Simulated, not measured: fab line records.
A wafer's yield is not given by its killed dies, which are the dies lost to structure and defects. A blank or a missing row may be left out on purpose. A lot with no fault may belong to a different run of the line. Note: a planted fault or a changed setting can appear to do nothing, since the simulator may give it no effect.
Split-lot experiment / flow n5Finfet / 21 wafers read across 7 lots, on a route 1938 steps long

== SPLIT DETAILS ==
At N5_BEOL_M3_PECVD_72 (deposits SiO2 from TEOS/O2, target thk 16 nm, time 18 s), the setting timeS was moved away from the recipe's 18 s on 7 of the 21 wafers read, by -14.8% to +13.6%. All remaining wafers had this setting at the recipe value.

The reading comes from the split's own step.

== THE READING ==
SiO2_of_BEOL_M3_PECVD_72.thkNm (the simulator's own value, which no gauge read), in nm, at N5_BEOL_M3_PECVD_72 (deposits SiO2 from TEOS/O2, target thk 16 nm, time 18 s). No usual value for it is given in the file. Across the 14 wafers here that went through the recipe, the average is 16.0 nm and the standard deviation 0.22 nm.

wafer=L074.1; tool, chamber at the split=pecvd-01, 2; timeS as run, s=18; against the recipe=recipe; SiO2_of_BEOL_M3_PECVD_72.thkNm, nm=15.8; against lot-mates on the recipe=-
wafer=L074.4; tool, chamber at the split=pecvd-01, 0; timeS as run, s=20.44; against the recipe=+13.6%; SiO2_of_BEOL_M3_PECVD_72.thkNm, nm=18.2; against lot-mates on the recipe=+2.3
wafer=L074.6; tool, chamber at the split=pecvd-01, 1; timeS as run, s=18; against the recipe=recipe; SiO2_of_BEOL_M3_PECVD_72.thkNm, nm=16; against lot-mates on the recipe=-
wafer=L075.1; tool, chamber at the split=pecvd-01, 1; timeS as run, s=18; against the recipe=recipe; SiO2_of_BEOL_M3_PECVD_72.thkNm, nm=15.6; against lot-mates on the recipe=-
wafer=L075.3; tool, chamber at the split=pecvd-01, 0; timeS as run, s=18; against the recipe=recipe; SiO2_of_BEOL_M3_PECVD_72.thkNm, nm=16; against lot-mates on the recipe=-
wafer=L075.6; tool, chamber at the split=pecvd-01, 1; timeS as run, s=15.67; against the recipe=-12.9%; SiO2_of_BEOL_M3_PECVD_72.thkNm, nm=14; against lot-mates on the recipe=-1.8
wafer=L077.4; tool, chamber at the split=pecvd-01, 1; timeS as run, s=18; against the recipe=recipe; SiO2_of_BEOL_M3_PECVD_72.thkNm, nm=16; against lot-mates on the recipe=-
wafer=L077.5; tool, chamber at the split=pecvd-01, 2; timeS as run, s=15.34; against the recipe=-14.8%; SiO2_of_BEOL_M3_PECVD_72.thkNm, nm=13.6; against lot-mates on the recipe=-2.4
wafer=L077.6; tool, chamber at the split=pecvd-01, 0; timeS as run, s=15.34; against the recipe=-14.8%; SiO2_of_BEOL_M3_PECVD_72.thkNm, nm=13.8; against lot-mates on the recipe=-2.2
wafer=L079.3; tool, chamber at the split=pecvd-01, 0; timeS as run, s=18; against the recipe=recipe; SiO2_of_BEOL_M3_PECVD_72.thkNm, nm=15.8; against lot-mates on the recipe=-
wafer=L079.4; tool, chamber at the split=pecvd-01, 1,0; timeS as run, s=18; against the recipe=recipe; SiO2_of_BEOL_M3_PECVD_72.thkNm, nm=16.2; against lot-mates on the recipe=-
wafer=L079.5; tool, chamber at the split=pecvd-01, 1,0; timeS as run, s=18; against the recipe=recipe; SiO2_of_BEOL_M3_PECVD_72.thkNm, nm=16.2; against lot-mates on the recipe=-
wafer=L084.1; tool, chamber at the split=pecvd-01, 1; timeS as run, s=18; against the recipe=recipe; SiO2_of_BEOL_M3_PECVD_72.thkNm, nm=15.8; against lot-mates on the recipe=-
wafer=L084.4; tool, chamber at the split=pecvd-01, 2; timeS as run, s=18; against the recipe=recipe; SiO2_of_BEOL_M3_PECVD_72.thkNm, nm=16; against lot-mates on the recipe=-
wafer=L084.6; tool, chamber at the split=pecvd-01, 1; timeS as run, s=18.87; against the recipe=+4.8%; SiO2_of_BEOL_M3_PECVD_72.thkNm, nm=16.6; against lot-mates on the recipe=+0.7
wafer=L089.3; tool, chamber at the split=pecvd-01, 0; timeS as run, s=19.19; against the recipe=+6.6%; SiO2_of_BEOL_M3_PECVD_72.thkNm, nm=17; against lot-mates on the recipe=+0.7
wafer=L089.4; tool, chamber at the split=pecvd-01, 1; timeS as run, s=18; against the recipe=recipe; SiO2_of_BEOL_M3_PECVD_72.thkNm, nm=16.2; against lot-mates on the recipe=-
wafer=L089.5; tool, chamber at the split=pecvd-01, 0; timeS as run, s=18; against the recipe=recipe; SiO2_of_BEOL_M3_PECVD_72.thkNm, nm=16.4; against lot-mates on the recipe=-
wafer=L091.1; tool, chamber at the split=pecvd-02, 2; timeS as run, s=16.9; against the recipe=-6.1%; SiO2_of_BEOL_M3_PECVD_72.thkNm, nm=14.8; against lot-mates on the recipe=-1.0
wafer=L091.2; tool, chamber at the split=pecvd-02, 1; timeS as run, s=18; against the recipe=recipe; SiO2_of_BEOL_M3_PECVD_72.thkNm, nm=15.6; against lot-mates on the recipe=-
wafer=L091.6; tool, chamber at the split=pecvd-02, 0; timeS as run, s=18; against the recipe=recipe; SiO2_of_BEOL_M3_PECVD_72.thkNm, nm=16; against lot-mates on the recipe=-
Where a row lists several chambers, the file gives one row for several wafers and doesn't say which wafer went through which chamber.

THE FIT
A straight line over all 21 wafers: SiO2_of_BEOL_M3_PECVD_72.thkNm changes by +0.157 nm for each +1% of timeS; r = +0.98; the points scatter about the line by 0.21 nm.
The same after taking each lot's own level away (the mean of its wafers on the recipe; 21 wafers): +0.153 nm for each +1%; r = +0.99; scatter 0.17 nm.
Per that fit: largest timeS move, reading shift of 2.3 nm.
Across the lots, their own levels run from 15.80 to 16.30 nm, a range of 2.2 times the standard deviation given above.
Hence the lot-to-lot level has little effect on the slope; both slopes agree.
Check: -2.22 nm against its lot-mates is what the line predicts for one of the wafers moved furthest among these (-14.8%) when that wafer is left out of the fit. Against them it came out at -2.4 nm.

== THESE WAFERS: OTHER SPLITS ==
Before the reading, these wafers also passed through other splits. Each is held against what the fit with the lots' levels taken away leaves over:
other split on the same wafers=N5_BEOL_M2_EXPOSE_25 doseMj; wafers away from the commonest value=7; r with SiO2_of_BEOL_M3_PECVD_72.thkNm (lot level and that fit taken away)=+0.15

== FILE'S OWN FIT ==
SiO2_of_BEOL_M3_PECVD_72.thkNm changes by +0.152 nm for each +1% of timeS, r = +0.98.
